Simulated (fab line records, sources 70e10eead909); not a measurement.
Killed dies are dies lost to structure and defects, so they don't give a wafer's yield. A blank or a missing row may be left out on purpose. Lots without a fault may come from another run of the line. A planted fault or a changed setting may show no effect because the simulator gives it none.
Chamber matching | flow nand_harc | NHARC_A_STAIRCASE_DESCUM_11 on rie_diel-10: 4 sister chambers
The step chemistry O2, time 3 s. 8 wafers are shown with their chamber, then 9 later ones without.

WAFERS WITH THEIR CHAMBER
wafer  | chamber | showerhead_plenum_p_Torr (Torr) | drypump_motor_current_A (A)
L076.2 | 3       | 1.97                            | 6.0
L076.5 | 3       | 1.97                            | 6.0
L083.3 | 2       | 1.85                            | 5.6
L086.3 | 2       | 1.85                            | 5.6
L086.6 | 0       | 2.03                            | 6.2
L089.1 | 1       | 1.76                            | 6.3
L089.2 | 0       | 2.02                            | 6.3
L089.5 | 1       | 1.76                            | 6.3

WAFERS WITHOUT THEIR CHAMBER
wafer  | showerhead_plenum_p_Torr (Torr) | drypump_motor_current_A (A)
L091.1 | 1.85                            | 5.6
L091.2 | 2.02                            | 6.3
L091.6 | 1.85                            | 5.6
L092.1 | 1.85                            | 5.6
L092.3 | 2.02                            | 6.2
L092.5 | 2.02                            | 6.3
L096.1 | 2.07                            | 6.3
L096.3 | 1.84                            | 5.6
L096.4 | 1.84                            | 5.6

WHICH CHAMBER EACH WENT THROUGH
wafer  | from the rows above | in truth
L091.1 | 2                   | 2
L091.2 | 0                   | 0
L091.6 | 2                   | 2
L092.1 | 2                   | 2
L092.3 | 0                   | 0
L092.5 | 0                   | 0
L096.1 | 0                   | 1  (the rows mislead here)
L096.3 | 2                   | 2
L096.4 | 2                   | 2
Placed correctly: 8 of 9. Can't be placed from these rows: 0. Placed wrongly: 1.
How it was worked out, from the rows above alone: a wafer's distance from a chamber is the root of the sum, over the readings, of the square of ((its reading less the chamber's mean) divided by the reading's scatter). The wafer belongs to the nearest chamber; if the next one is less than 2 further off, it can't be placed. A chamber's mean is the mean of its shown wafers. The scatter: the root of (the sum of the squares of (reading less its chamber's mean) over the shown wafers, divided by (wafers less chambers)).
